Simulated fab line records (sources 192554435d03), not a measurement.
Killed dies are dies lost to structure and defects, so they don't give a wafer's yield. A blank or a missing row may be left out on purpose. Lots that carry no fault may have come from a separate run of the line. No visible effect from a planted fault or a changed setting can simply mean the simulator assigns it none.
Matching of chambers | flow n5_finfet | rie_diel-06 running N5_BEOL_M11_ETCH_66: 4 sister chambers
The step etches SOC in N2/H2, target depth 120 nm, overetch 24 nm, time 180 s. 18 wafers are shown with their chamber, then 9 later ones without.

== WAFERS WITH THEIR CHAMBER ==
wafer  | chamber | drypump_motor_current_A (A) | showerhead_plenum_p_Torr (Torr) | throttle_valve_pct (%)
L080.1 | 3       | 5.2                         | 2.56                            | 18.15
L080.2 | 1       | 5.2                         | 2.59                            | 17.61
L080.5 | 2       | 6.4                         | 2.42                            | 17.97
L081.1 | 1       | 5.2                         | 2.59                            | 17.60
L081.3 | 3       | 5.2                         | 2.56                            | 18.15
L081.4 | 0       | 6.5                         | 2.60                            | 17.87
L082.3 | 3       | 5.2                         | 2.56                            | 18.17
L082.5 | 1       | 5.2                         | 2.59                            | 17.62
L082.6 | 0       | 6.5                         | 2.60                            | 17.86
L086.2 | 2       | 6.4                         | 2.42                            | 18.00
L086.3 | 1       | 5.2                         | 2.59                            | 17.63
L086.6 | 1       | 5.2                         | 2.59                            | 17.62
L085.3 | 2       | 6.4                         | 2.42                            | 18.02
L085.4 | 3       | 5.2                         | 2.56                            | 18.18
L085.6 | 0       | 6.4                         | 2.60                            | 17.87
L089.2 | 0       | 6.4                         | 2.59                            | 17.89
L089.4 | 1       | 5.2                         | 2.58                            | 17.65
L089.5 | 3       | 5.2                         | 2.56                            | 18.19

SIGNATURES, as means of the wafers listed above
reading                  | chamber 0 | chamber 1 | chamber 2 | chamber 3 | scatter within a chamber
drypump_motor_current_A  | 6.450     | 5.200     | 6.400     | 5.200     | 0.0267
showerhead_plenum_p_Torr | 2.5975    | 2.5883    | 2.4200    | 2.5600    | 0.00336
throttle_valve_pct       | 17.8725   | 17.6217   | 17.9967   | 18.1680   | 0.0179
Rule: for each reading, subtract the chamber's mean from the wafer's reading, divide by that reading's scatter and square the result; add these up over the readings and take the root, which gives the wafer's distance from the chamber. The wafer belongs to the nearest chamber; if the next one is less than 2 further off, it can't be placed. The scatter is the square root of a quotient: the sum, over the shown wafers, of each reading's squared deviation from its chamber's mean, divided by wafers minus chambers.

== WAFERS WITHOUT THEIR CHAMBER ==
wafer  | drypump_motor_current_A (A) | showerhead_plenum_p_Torr (Torr) | throttle_valve_pct (%)
L091.1 | 5.2                         | 2.59                            | 17.63
L091.3 | 5.2                         | 2.56                            | 18.18
L091.4 | 6.5                         | 2.59                            | 17.89
L096.1 | 6.4                         | 2.59                            | 17.91
L096.3 | 5.2                         | 2.58                            | 17.67
L096.6 | 6.4                         | 2.59                            | 17.93
L079.1 | 5.2                         | 2.55                            | 18.22
L079.2 | 6.4                         | 2.41                            | 18.05
L079.6 | 6.4                         | 2.41                            | 18.04

== THE CHAMBER EACH PASSED THROUGH ==
wafer  | from the rows above | in truth
L091.1 | 1                   | 1
L091.3 | 3                   | 3
L091.4 | 0                   | 0
L096.1 | 0                   | 0
L096.3 | 1                   | 1
L096.6 | 0                   | 0
L079.1 | 3                   | 3
L079.2 | 2                   | 2
L079.6 | 2                   | 2
9 of 9 placed correctly. Left unplaced by these rows: 0. Number placed wrongly: 0.
